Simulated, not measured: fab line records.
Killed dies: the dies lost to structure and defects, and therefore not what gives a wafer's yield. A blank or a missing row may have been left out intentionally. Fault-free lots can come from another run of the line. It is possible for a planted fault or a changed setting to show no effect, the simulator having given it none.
fab line records	flow nand-harc
record: lots: 6	wafers: 18	last-day: 23
route steps=1159 shown P_M1@306 P_M2@318
lots that met no fault: taken from a fault-free run of the same line
start-h: hours from the record's first day to the start of the lot's first wafer shown	wait-h: how many hours have passed since the lot's step before this one	" the same as in the row above	L1.1+2: a row that stands for several wafers	- no value present, or no start provided	* or withheld: withheld	< > ~ a bound
route shown NAME@n: a module of which the file shows steps, and the number in the route of the first	usual: average and standard deviation across the fault-free wafers	same: alike in all rows	chamber/n: place in a boat	sites: readings site by site	_std_site: the values' standard deviation	_edge_site: inner sites' mean taken away from outer sites' mean	radius-mm: for every site, how far away it sits from the centre of the wafer	mask NAME#n: copy n	behind: tool/chamber where the wafer was last shaped	hold: why the lot went on hold/how many hours it stayed there/how the hold came to an end	device: names the non-switching transistor (n, p or np)	end of line: the same wafers' tests at the end of the route	for a step that has no rows: nothing shown but its recipe	killed: at the first sort, the dies lost to defects and structure; wafer yield is something else	map: a wafer's dies, marking killed ones x, the rest . and places with no die _
set.NAME: the setting as run; set.NAME@STEP: as run at that earlier step	model.NAME: the simulator's own value behind a step, which no gauge read
lots seen at some steps along the route; tables by step, rows by wafer
services: the hour from which a tool's chamber was out of use, counted from the record's first day as start-h (under 0 if before that day), plus the number of hours and why
== steps ==
step: NHARC_P_M1_PRE_CLEAN_30
recipe: time-s: 30	temp-c: 280	gas: H2/He
step: NHARC_P_M1_PVD_20
recipe: target-thk-a: 50	bias-v: 168.6	power-w: 15000	chamber-pressure-pa: 0.12	time-s: 8.06	substrate-temp-c: 50	material: TaN
usual: chamber-pressure-pa: 0.11992/0.00024	throttle-valve-pct: 29.7/1.1
lot.wafer	tool	chamber	start-h	wait-h	chamber-pressure-pa	throttle-valve-pct
L696.4	pvd-sputter-01	-	-	-	0.12016	31.3
L696.1	"	-	"	"	0.12005	29.3
L696.6	"	-	"	"	0.12028	30.7
L702.1	pvd-sputter-03	-	-	-	0.11997	29.9
L702.3	"	-	"	"	0.11961	28.7
L702.6	"	-	"	"	0.11989	28.3
L711.1	pvd-sputter-03	-	-	-	0.12026	28.5
L711.2	"	-	"	"	0.11998	30.5
L711.6	"	-	"	"	0.11996	28.5
L712.2	pvd-sputter-03	-	-	-	0.11973	30.3
L712.4	"	-	"	"	0.11978	31.0
L712.6	"	-	"	"	0.11948	28.6
L714.4	pvd-sputter-03	-	-	-	0.12006	29.7
L714.3	"	-	"	"	0.1201	28.7
L714.5	"	-	"	"	0.11985	31.0
L717.1	pvd-sputter-03	-	-	-	0.1199	30.8
L717.2	"	-	"	"	0.11961	28.6
L717.3	"	-	"	"	0.11979	30.0
step: NHARC_P_M1_PVD_21
recipe: target-thk-a: 300	chamber-pressure-pa: 5	power-w: 5000	substrate-temp-c: 30	time-s: 20.49	material: Cu
usual: chamber-pressure-pa: 4.998/0.01	throttle-valve-pct: 29.7/1.2
lot.wafer	tool	chamber	start-h	wait-h	chamber-pressure-pa	throttle-valve-pct
L696.4	pvd-sputter-01	-	-	-	4.996	32.2
L696.1	"	-	"	"	4.991	30.6
L696.6	"	-	"	"	4.998	29.4
L702.1	pvd-sputter-03	-	-	-	5.018	30.9
L702.3	"	-	"	"	4.993	28.4
L702.6	"	-	"	"	5.010	31.2
L711.2	pvd-sputter-03	-	-	-	5.016	29.7
L711.1	"	-	"	"	4.998	30.2
L711.6	"	-	"	"	4.989	30.9
L712.4	pvd-sputter-03	-	-	-	5.002	30.3
L712.2	"	-	"	"	4.987	31.0
L712.6	"	-	"	"	4.980	30.9
L714.4	pvd-sputter-03	-	-	-	4.988	30.9
L714.3	"	-	"	"	5.006	29.7
L714.5	"	-	"	"	5.020	29.8
L717.2	pvd-sputter-03	-	-	-	4.997	30.9
L717.3	"	-	"	"	4.996	28.5
L717.1	"	-	"	"	4.984	29.9
step: NHARC_P_M1_ECD_22
recipe: target-thk-a: 4000	bath-temp-c: 25	material: Cu
step: NHARC_P_M1_ANNEAL_31
recipe: temp-c: 225	time-s: 90
usual: wafer_temp_C_max: 226.06/0.28
lot.wafer	tool	chamber	start-h	wait-h	wafer_temp_C_max
L696.1	rtp-anneal-02	0	136.11	0.3	226.23
L696.4	"	0	"	"	226.40
L696.6	"	0	"	"	226.29
L702.1	rtp-anneal-02	0	156.26	-	226.06
L702.3	"	0	"	"	225.91
L702.6	"	0	"	"	226.10
L711.1	rtp-anneal-02	0	212.58	-	226.37
L711.2	"	0	"	"	225.99
L711.6	"	0	"	"	226.67
L712.2	rtp-anneal-02	0	220.37	0.3	226.27
L712.4	"	0	"	"	226.24
L712.6	"	0	"	"	226.34
L714.3	rtp-anneal-02	0	240.39	-	226.41
L714.4	"	0	"	"	226.10
L714.5	"	0	"	"	226.01
L717.1	rtp-anneal-02	0	249.62	0.3	226.05
L717.2	"	0	"	"	225.90
L717.3	"	0	"	"	226.38
step: NHARC_P_M1_CMP_23
recipe: t-overpolish-s: 20	target-thk-nm: 157.82
usual: motor-current-A: 12.0/1.4	slurry-filter-dp-kPa: 13.51/0.15	time-to-endpoint-s: 29/3.5
lot.wafer	tool	chamber	start-h	wait-h	motor-current-A	slurry-filter-dp-kPa	time-to-endpoint-s
L696.1	cmp-01	3	136.45	-	11.4	13.52	23
L696.4	"	1	"	"	11.1	13.54	25
L696.6	"	3	"	"	11.0	13.60	22
L702.3	cmp-04	3	156.60	-	11.3	13.48	37
L702.1	"	2	"	"	13.5	13.64	30
L702.6	"	3	"	"	10.7	13.55	33
L711.2	cmp-03	1	212.95	-	11.2	13.67	27
L711.1	"	2	"	"	13.0	13.50	27
L711.6	"	0	"	"	10.4	13.37	32
L712.4	cmp-01	2	220.70	-	10.2	13.17	31
L712.2	"	3	"	"	11.1	13.49	27
L712.6	"	1	"	"	11.0	13.44	29
L714.4	cmp-04	2	240.63	-	13.6	13.53	26
L714.3	"	1	"	"	11.6	13.46	27
L714.5	"	2	"	"	13.3	13.60	29
L717.3	cmp-04	1	249.99	-	11.9	13.44	30
L717.2	"	2	"	"	13.2	13.33	28
L717.1	"	3	"	"	11.2	13.52	37
step: NHARC_P_M1_THK_MEAS_24
recipe: thk-meas-gauge: xrf
usual: thk-nm: 158.0/1.7
lot.wafer	tool	chamber	start-h	wait-h	thk-nm
L696.1	film-metro-01	-	136.77	-	157.2
L696.4	"	-	"	"	159.2
L696.6	"	-	"	"	156.9
L702.1	film-metro-02	-	156.91	-	156.6
L702.3	"	-	"	"	157.7
L702.6	"	-	"	"	160.1
L711.1	film-metro-01	-	213.24	-	156.5
L711.2	"	-	"	"	156.9
L711.6	"	-	"	"	159.7
L712.2	film-metro-02	-	220.98	-	157.9
L712.4	"	-	"	"	160.4
L712.6	"	-	"	"	159.7
L714.3	film-metro-01	-	240.95	-	157.3
L714.4	"	-	"	"	158.1
L714.5	"	-	"	"	157.9
L717.1	film-metro-02	-	250.31	-	161.3
L717.2	"	-	"	"	160.9
L717.3	"	-	"	"	157.4
step: NHARC_P_M1_SRD_25
step: NHARC_P_M1_INSPECT_27
usual: raw-defect-count: 351/160
lot.wafer	tool	chamber	start-h	wait-h	raw-defect-count
L696.1	defect-inspect-02	-	136.92	0.0	495
L696.4	"	-	"	"	321
L696.6	"	-	"	"	546
L702.1	defect-inspect-02	-	157.08	0.0	269
L702.3	"	-	"	"	234
L702.6	"	-	"	"	266
L711.1	defect-inspect-01	-	213.40	0.0	317
L711.2	"	-	"	"	527
L711.6	"	-	"	"	348
L712.2	defect-inspect-01	-	221.14	0.0	306
L712.4	"	-	"	"	183
L712.6	"	-	"	"	236
L714.3	defect-inspect-01	-	241.10	0.0	365
L714.4	"	-	"	"	314
L714.5	"	-	"	"	291
L717.1	defect-inspect-01	-	250.47	0.0	166
L717.2	"	-	"	"	135
L717.3	"	-	"	"	124
step: NHARC_P_M1_PRE_CLEAN_32
recipe: time-s: 12	temp-c: 370	rf-power-w: 300	gas: NH3
usual: heater-power-w: 629/76
lot.wafer	tool	chamber	start-h	wait-h	heater-power-w
L696.1	pecvd-01	1	137.01	0.1	585
L696.4	"	0	"	"	603
L696.6	"	2	"	"	583
L702.1	pecvd-01	2	157.33	0.3	535
L702.3	"	1	"	"	635
L702.6	"	0	"	"	670
L711.1	pecvd-02	2	213.47	0.1	573
L711.2	"	0	"	"	651
L711.6	"	2	"	"	568
L712.2	pecvd-04	1	221.22	0.1	759
L712.4	"	0	"	"	474
L712.6	"	1	"	"	749
L714.3	pecvd-04	1	241.18	0.1	732
L714.5	"	1	"	"	723
L714.4	"	2	"	"	606
L717.1	pecvd-01	1	250.53	0.1	612
L717.2	"	2	"	"	532
L717.3	"	0	"	"	637
step: NHARC_P_M1_DEP_33
recipe: target-thk-a: 300	temp-c: 370	target-thk-nm: 30	pressure-torr: 3	flow-sccm: 200	rf-w: 450	material: SiCN
step: NHARC_P_M2_DEP_00
recipe: target-thk-a: 1825	target-thk-nm: 182.5	temp-c: withheld	pressure-torr: 5	flow-sccm: 200	rf-w: 600	material: SiOC
usual: chamber-pressure-Torr: 5.001/0.01	rf-fwd-power-W: 598.8/1.8
lot.wafer	tool	chamber	start-h	wait-h	chamber-pressure-Torr	rf-fwd-power-W
L696.1	pecvd-01	0	137.56	-	4.993	595.1
L696.4	"	1	"	"	4.989	600.4
L696.6	"	2	"	"	5.007	599.7
L702.1	pecvd-04	1	157.82	-	4.997	598.1
L702.3	"	2	"	"	5.000	598.8
L702.6	"	0	"	"	4.997	602.0
L711.1	pecvd-01	0	214.01	-	-	-
L711.2	"	1	"	"	-	-
L711.6	"	0	"	"	-	-
L712.2	pecvd-01	2	221.79	-	-	-
L712.6	"	0	"	"	-	-
L712.4	"	2	"	"	-	-
L714.3	pecvd-04	0	241.64	-	5.003	599.7
L714.4	"	0	"	"	5.005	599.1
L714.5	"	1	"	"	5.002	601.0
L717.3	pecvd-01	2	251.32	-	5.005	598.5
L717.1	"	0	"	"	5.002	599.6
L717.2	"	1	"	"	5.008	600.9
step: NHARC_P_M2_DEHYDRATE_01
recipe: temp-c: 150	time-s: 120
== services ==
tool	chamber	start-h	hours	kind
pecvd-02	1	117.31	6.2	repair
cmp-03	-	144.96	1.5	repair
pecvd-02	-	153.19	13.0	pm
cmp-03	-	156.00	4.0	pm
pvd-sputter-01	-	158.00	10.0	pm
cmp-01	-	158.02	2.4	repair
cmp-04	-	164.84	4.5	repair
cmp-01	-	168.16	0.5	repair
pvd-sputter-03	-	176.10	4.3	repair
cmp-03	-	177.27	2.0	repair
cmp-01	-	179.64	4.0	pm
pvd-sputter-03	-	184.20	6.2	repair
pecvd-04	-	195.04	13.0	pm
cmp-04	-	195.17	0.2	repair
cmp-04	-	203.00	4.0	pm
cmp-03	-	215.34	7.8	repair
cmp-01	-	223.67	3.0	repair
pecvd-01	-	237.00	13.0	pm
pecvd-01	0	237.00	13.0	vent-cycle
pecvd-01	1	237.00	13.0	vent-cycle
pecvd-01	2	237.00	13.0	vent-cycle
cmp-04	-	244.91	1.0	repair
pvd-sputter-01	-	248.87	13.3	repair
pecvd-01	0	250.00	-	clean
== key ==
first-sign: step: NHARC_P_M2_DEP_00	reading: tool-record	direction: missing
effect none on later readings
met-at NHARC_P_M2_DEP_00
struck-wafers L711.1,L711.2,L711.6,L712.2,L712.4,L712.6
later-rows-left-out L711.1,L711.2,L711.6,L712.2,L712.4,L712.6
sort-left-out L711.1,L711.2,L711.6,L712.2,L712.4,L712.6
onset-between 137.56 214.01
fault: kind: skipped-step-whole	tool: pecvd-01	chamber: -	onset-h: 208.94	steps: NHARC_P_M2_DEP_00	scope: struck-lots-only
sort-left-out: the simulated sort isn't trusted on such a fault, so these wafers' sort isn't shown, and their yield isn't known
later-rows-left-out: the simulator's readings of these wafers behind a module that went badly wrong aren't trusted and aren't shown, but for the sort
